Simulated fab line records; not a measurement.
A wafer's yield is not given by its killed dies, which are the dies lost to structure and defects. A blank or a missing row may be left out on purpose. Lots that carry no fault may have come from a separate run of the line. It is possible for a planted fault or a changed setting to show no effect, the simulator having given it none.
Which of the tools did it? -- flow n5Finfet -- 9 lots with 27 wafers sampled at 4 steps, on a route of 1938 steps

## WHAT EACH GAUGE READ, for each wafer
N5_MOL_CONTACT_COAG_OVL_MEAS_09.
lot,measured,on,CA_OVL (nm)
L537,day 4 21:17,overlay-01,-0.1 -0.6 0.5
L540,day 5 08:56,overlay-01,0.5 -0.9 -0.7
L541,day 5 15:53,overlay-02,-1.4 -0.5 -1.6
L550,day 7 22:33,overlay-02,3.0 3.9 3.3
L551,day 8 07:14,overlay-01,-0.8 -1.1 -0.7
L552,day 8 09:03,overlay-01,1.5 3.4 2.7
L553,day 8 14:06,overlay-02,4.3 2.9 3.6
L558,day 9 21:04,overlay-02,0.5 0.0 -0.5
L559,day 10 08:33,overlay-02,-0.7 0.4 -0.3

## EACH LOT AND THE TOOL THAT RAN IT (in order: tool; ch and the chambers of the sampled wafers; start)
lot,N5_GATE_CUT_CUT_ETCH_55,N5_GATE_CUT_CMP_23,N5_MOL_CONTACT_COAG_EXPOSE_05
L537,"rieMetal-02 ch 0,1, day 4 17:59","cmp-01 ch 1,2,3, day 4 19:50","euvScanner-01 ch 0, day 4 21:08"
L540,"rieMetal-01 ch 0,1, day 5 05:37","cmp-04 ch 0,1,3, day 5 07:26","euvScanner-02 ch 0, day 5 08:46"
L541,"rieMetal-01 ch 0,1, day 5 12:42","cmp-03 ch 1,2, day 5 14:33","euvScanner-02 ch 0, day 5 15:43"
L550,"rieMetal-03 ch 0,1, day 7 19:07","cmp-03 ch 0,1,3, day 7 21:03","euvScanner-02 ch 0, day 7 22:23"
L551,"rieMetal-03 ch 0,1, day 8 03:53","cmp-01 ch 0,3, day 8 05:44","euvScanner-01 ch 0, day 8 07:04"
L552,"rieMetal-02 ch 0,1, day 8 05:43","cmp-03 ch 0,1,2, day 8 07:35","euvScanner-02 ch 0, day 8 08:53"
L553,"rieMetal-03 ch 0,1, day 8 10:55","cmp-03 ch 0,2,3, day 8 12:44","euvScanner-02 ch 0, day 8 13:56"
L558,"rieMetal-02 ch 0,1, day 9 17:46","cmp-04 ch 1,3, day 9 19:35","euvScanner-01 ch 0, day 9 20:55"
L559,"rieMetal-03 ch 0,1, day 10 05:22","cmp-01 ch 0,2, day 10 07:13","euvScanner-01 ch 0, day 10 08:23"
- N5_GATE_CUT_CUT_ETCH_55: etches HfO2 in BCl3, target depth 3.2 nm.
- N5_GATE_CUT_CMP_23: polishes, stops on SiO2, t overpolish 23.4 s, target thk 16 nm.
- N5_MOL_CONTACT_COAG_EXPOSE_05: exposes mask CA, defocus 0 nm.

## THE ANSWER, worked out from the rows above alone
Rule: the usual values come from the lots themselves. Put in order of their means at a reading, lots are off if they are a third of the lots or fewer, leave a main group of 4 or more, and stand apart from it by a gap of 3 or more times the standard deviation of the main group's means; of several such gaps the widest counts. A main group is skipped when, at the precision printed for the reading in the tables above, its means are all equal. A lot without any number at a reading at which 4 lots or more have one is off too. All remaining lots with rows at the step are treated as sound.
Off: at N5_MOL_CONTACT_COAG_OVL_MEAS_09 (CA_OVL), L550, L552, L553. The main group: mean -0.4 nm, standard deviation 0.43.
If a tool, at a process step before that reading, ran all the lots that are off and no sound lot after the first of them, it fits. Those tools and the gauges at N5_MOL_CONTACT_COAG_OVL_MEAS_09 are tried in the same way. This does not decide it: 2 tools fit, namely cmp-03 at N5_GATE_CUT_CMP_23 and euvScanner-02 at N5_MOL_CONTACT_COAG_EXPOSE_05.

## WHAT HAD BEEN PUT IN BY THE SIMULATOR
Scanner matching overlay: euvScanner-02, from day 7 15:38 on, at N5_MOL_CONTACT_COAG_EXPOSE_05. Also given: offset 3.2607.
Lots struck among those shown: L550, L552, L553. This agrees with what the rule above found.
